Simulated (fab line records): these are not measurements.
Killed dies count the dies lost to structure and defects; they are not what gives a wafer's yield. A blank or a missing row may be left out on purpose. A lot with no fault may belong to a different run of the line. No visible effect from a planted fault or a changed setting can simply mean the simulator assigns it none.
Which tool was responsible? | flow nand-harc | 13 lots, 39 wafers sampled, at 5 steps of a route of 1302

== WHAT THE GAUGES SHOWED, per wafer ==
NHARC_A_CONTACT_INSPECT_71.
lot  | measured     | on                | raw-defect-count
L748 | day 22 07:53 | defect-inspect-02 | 107 113 114
L749 | day 22 16:23 | defect-inspect-01 | 87 80 99
L750 | day 22 19:30 | defect-inspect-02 | 49 57 52
L752 | day 23 13:09 | defect-inspect-01 | 108 109 125
L753 | day 24 04:39 | defect-inspect-02 | 49 68 53
L754 | day 24 19:08 | defect-inspect-01 | 65 73 66
L755 | day 25 15:07 | defect-inspect-01 | 32 16 28
L765 | day 29 02:26 | defect-inspect-01 | 27 28 26
L766 | day 29 21:39 | defect-inspect-02 | 38 37 35
L767 | day 29 22:08 | defect-inspect-02 | 144 141 135
L769 | day 30 12:46 | defect-inspect-01 | 64 58 54
L768 | day 30 13:53 | defect-inspect-01 | 89 73 97
L771 | day 31 18:39 | defect-inspect-01 | 130 141 121

NHARC_END_SORT_01.
lot  | measured     | on        | killed-at-array | killed-at-other | killed-at-periphery | killed-dies | killed-open | killed-short
L753 | day 26 18:13 | prober-02 | 40 277 41       | 0 0 0           | 3 2 3               | 43 279 44   | 3 3 4       | 1 0 4
L754 | day 27 06:23 | prober-01 | 356 34 294      | 1 0 0           | 5 1 6               | 362 35 300  | 2 2 3       | 2 0 1
L755 | day 28 03:37 | prober-02 | 281 17 21       | 0 1 1           | 3 9 5               | 284 27 27   | 1 4 2       | 4 2 1

== WHICH TOOL RAN EACH LOT (tool, then ch and the chambers of the sampled wafers, then the start) ==
lot  | NHARC_A_CONTACT_ETCH_77            | NHARC_A_CONTACT_ETCH_128             | NHARC_A_CONTACT_ETCH_131
L748 | rie-diel-12 ch 2,3, day 22 08:29   | har-cap-etch-03 ch 0,1, day 22 10:14 | har-cap-etch-03 ch 0,1, day 22 10:46
L749 | rie-diel-12 ch 0,1,3, day 22 17:08 | har-cap-etch-03 ch 0,1, day 22 18:52 | har-cap-etch-03 ch 0,1, day 22 19:24
L750 | rie-diel-10 ch 0,1,3, day 22 20:14 | har-cap-etch-01 ch 0,1, day 22 22:00 | har-cap-etch-01 ch 0,1, day 22 22:32
L752 | rie-diel-12 ch 1,2, day 23 13:44   | har-cap-etch-03 ch 0,1, day 23 15:29 | har-cap-etch-03 ch 0,1, day 23 16:01
L753 | rie-diel-12 ch 0,1, day 24 05:14   | har-cap-etch-03 ch 0,1, day 24 06:59 | har-cap-etch-03 ch 0,1, day 24 07:31
L754 | rie-diel-12 ch 0,1,3, day 24 19:44 | har-cap-etch-03 ch 0,1, day 24 21:28 | har-cap-etch-03 ch 0,1, day 24 22:00
L755 | rie-diel-12 ch 1,2,3, day 25 15:42 | har-cap-etch-01 ch 0,1, day 25 17:26 | har-cap-etch-01 ch 0,1, day 25 17:58
L765 | rie-diel-13 ch 1,2,3, day 29 03:01 | har-cap-etch-01 ch 0,1, day 29 05:12 | har-cap-etch-01 ch 0,1, day 29 05:44
L766 | rie-diel-12 ch 0,3, day 29 22:14   | har-cap-etch-02 ch 0,1, day 30 00:02 | har-cap-etch-02 ch 0,1, day 30 00:34
L767 | rie-diel-13 ch 0,1,3, day 29 22:46 | har-cap-etch-01 ch 0,1, day 30 00:31 | har-cap-etch-01 ch 0,1, day 30 01:02
L769 | rie-diel-12 ch 0,1,3, day 30 13:20 | har-cap-etch-02 ch 0,1, day 30 15:07 | har-cap-etch-02 ch 0,1, day 30 15:39
L768 | rie-diel-13 ch 0,1,2, day 30 14:28 | har-cap-etch-01 ch 0,1, day 30 16:15 | har-cap-etch-01 ch 0,1, day 30 16:47
L771 | rie-diel-12 ch 1,2, day 31 19:14   | har-cap-etch-01 ch 0,1, day 31 21:13 | har-cap-etch-01 ch 0,1, day 31 21:55
- NHARC_A_CONTACT_ETCH_77: etches the open film in CF4/CHF3, target depth 108.9 nm, time 54.5 s.
- NHARC_A_CONTACT_ETCH_128: etches the open film in C4F8/O2/Ar, time 197 s, target depth 1918 nm.
- NHARC_A_CONTACT_ETCH_131: etches the open film in C4F8/O2/Ar, time 197 s, target depth 1918 nm.

== AS READ BY THE TOOLS THEMSELVES (means over the sampled wafers that have a number; for cases with no such wafer, the mark the record gives instead) ==
NHARC_A_CONTACT_ETCH_77.
lot  | tool        | drypump-motor-current-A (A) | oes-product-au (a.u.) | rf-fwd-power-W (W) | rf-vpp-V (V) | run-length-s (s) | showerhead-plenum-p-Torr (Torr) | throttle-valve-pct (%)
L748 | rie-diel-12 | 6.0                         | 0.931                 | 492.5              | 369.4        | 75.8             | 1.56                            | 16.809
L749 | rie-diel-12 | 6.1                         | 0.976                 | 496.1              | 368.6        | 75.6             | 1.51                            | 16.805
L750 | rie-diel-10 | 5.7                         | 0.927                 | 493.1              | 369.5        | 76.2             | 1.54                            | 16.807
L752 | rie-diel-12 | 5.6                         | 0.949                 | 493.7              | 370.6        | 76.2             | 1.55                            | 16.812
L753 | rie-diel-12 | 5.9                         | 0.933                 | 495.5              | 366.5        | 72.0             | 1.48                            | 16.813
L754 | rie-diel-12 | 6.1                         | 0.924                 | 496.3              | 368.8        | 68.5             | 1.51                            | 16.797
L755 | rie-diel-12 | 6.0                         | 0.927                 | 492.7              | 370.4        | 72.2             | 1.54                            | 16.809
L765 | rie-diel-13 | 5.7                         | 0.928                 | 495.1              | 369.5        | 75.7             | 1.55                            | 16.798
L766 | rie-diel-12 | 5.9                         | 0.972                 | 497.7              | 373.0        | 75.9             | 1.65                            | 16.803
L767 | rie-diel-13 | 5.6                         | 0.920                 | 494.7              | 366.9        | 76.2             | 1.49                            | 16.801
L769 | rie-diel-12 | 6.1                         | 0.914                 | 496.2              | 371.1        | 75.8             | 1.58                            | 16.808
L768 | rie-diel-13 | 5.9                         | 0.963                 | 495.4              | 373.1        | 76.1             | 1.64                            | 16.798
L771 | rie-diel-12 | 6.0                         | 0.922                 | 495.0              | 369.5        | 76.0             | 1.53                            | 16.809

== THE ANSWER, worked out from the rows above alone ==
Rule: the usual values come from the lots themselves. The widest of any qualifying gaps counts: lots, ordered by their means at a reading, are off when they make up no more than a third of the lots, leave a main group of 4 or more, and stand apart from it by 3 or more times the standard deviation of that group's means. A main group is skipped when, at the precision printed for the reading in the tables above, its means are all equal. A lot without any number at a reading at which 4 lots or more have one is off too. Any other lot the step has rows for is counted as sound. Order of review: gauges by route order, followed by the tools' own readings, for which a lot's mean as printed above is used. At the first step where some lot is off, the reading lying furthest off is the one used; lots without a number count as furthest.
Off: L753, L754, L755, at NHARC_A_CONTACT_ETCH_77 (run-length-s). The main group: mean 76.0 s, standard deviation 0.21.
If a tool, at that step or one of the process steps before it, ran each lot that is off and ran no sound lot following the first of them, it fits. No candidate that was tried fits.

== WHAT THE SIMULATOR HAD PUT IN ==
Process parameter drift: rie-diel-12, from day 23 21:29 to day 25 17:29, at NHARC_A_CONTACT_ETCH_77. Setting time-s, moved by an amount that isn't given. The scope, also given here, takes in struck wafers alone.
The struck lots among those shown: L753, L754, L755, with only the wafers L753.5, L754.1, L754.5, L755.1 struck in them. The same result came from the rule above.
